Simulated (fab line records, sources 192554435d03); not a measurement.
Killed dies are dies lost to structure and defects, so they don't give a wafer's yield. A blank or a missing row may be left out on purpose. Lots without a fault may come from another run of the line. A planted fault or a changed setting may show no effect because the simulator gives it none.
Chamber matching | flow n5_finfet | N5_BEOL_M6_ETCH_66 on rie_diel-06: 4 sister chambers
The step etches SOC in N2/H2, target depth 80 nm, overetch 16 nm, time 120 s. 18 wafers are shown with their chamber, then 9 later ones without.

WAFERS WITH THEIR CHAMBER
wafer  | chamber | drypump_motor_current_A (A) | showerhead_plenum_p_Torr (Torr) | throttle_valve_pct (%)
L076.1 | 2       | 4.9                         | 2.59                            | 18.03
L076.2 | 0       | 5.8                         | 2.43                            | 17.46
L076.5 | 0       | 5.8                         | 2.43                            | 17.45
L082.1 | 3       | 6.0                         | 2.50                            | 18.19
L082.4 | 2       | 4.9                         | 2.58                            | 18.04
L082.5 | 0       | 5.8                         | 2.43                            | 17.45
L080.1 | 1       | 5.7                         | 2.49                            | 17.93
L080.4 | 2       | 4.9                         | 2.58                            | 18.03
L080.5 | 1       | 5.7                         | 2.49                            | 17.94
L084.2 | 1       | 5.8                         | 2.48                            | 17.95
L084.5 | 2       | 4.9                         | 2.58                            | 18.07
L084.6 | 1       | 5.8                         | 2.48                            | 17.96
L085.2 | 3       | 6.0                         | 2.50                            | 17.72
L085.3 | 2       | 4.9                         | 2.58                            | 18.06
L085.5 | 0       | 5.7                         | 2.43                            | 17.49
L091.1 | 1       | 5.7                         | 2.48                            | 17.55
L091.4 | 0       | 5.8                         | 2.42                            | 17.53
L091.5 | 0       | 5.8                         | 2.42                            | 17.52

SIGNATURES (means of the wafers above)
reading                  | chamber 0 | chamber 1 | chamber 2 | chamber 3 | scatter within a chamber
drypump_motor_current_A  | 5.783     | 5.740     | 4.900     | 6.000     | 0.0381
showerhead_plenum_p_Torr | 2.4267    | 2.4840    | 2.5820    | 2.5000    | 0.00488
throttle_valve_pct       | 17.4833   | 17.8660   | 18.0460   | 17.9550   | 0.132
Rule: a wafer's distance from a chamber is the root of the sum, over the readings, of the square of ((its reading less the chamber's mean) divided by the reading's scatter). The wafer belongs to the nearest chamber; if the next one is less than 2 further off, it can't be placed. The scatter: the root of (the sum of the squares of (reading less its chamber's mean) over the shown wafers, divided by (wafers less chambers)).

WAFERS WITHOUT THEIR CHAMBER
wafer  | drypump_motor_current_A (A) | showerhead_plenum_p_Torr (Torr) | throttle_valve_pct (%)
L092.2 | 5.8                         | 2.42                            | 17.52
L092.4 | 6.0                         | 2.49                            | 17.76
L092.6 | 4.9                         | 2.57                            | 18.10
L094.1 | 6.0                         | 2.49                            | 17.75
L094.2 | 5.8                         | 2.48                            | 17.57
L094.4 | 5.8                         | 2.42                            | 17.53
L095.4 | 4.9                         | 2.57                            | 18.11
L095.5 | 6.0                         | 2.49                            | 17.77
L095.6 | 5.8                         | 2.42                            | 17.53

WHICH CHAMBER EACH WENT THROUGH
wafer  | from the rows above | in truth
L092.2 | 0                   | 0
L092.4 | 3                   | 3
L092.6 | 2                   | 2
L094.1 | 3                   | 3
L094.2 | 1                   | 1
L094.4 | 0                   | 0
L095.4 | 2                   | 2
L095.5 | 3                   | 3
L095.6 | 0                   | 0
Placed correctly: 9 of 9. Can't be placed from these rows: 0. Placed wrongly: 0.
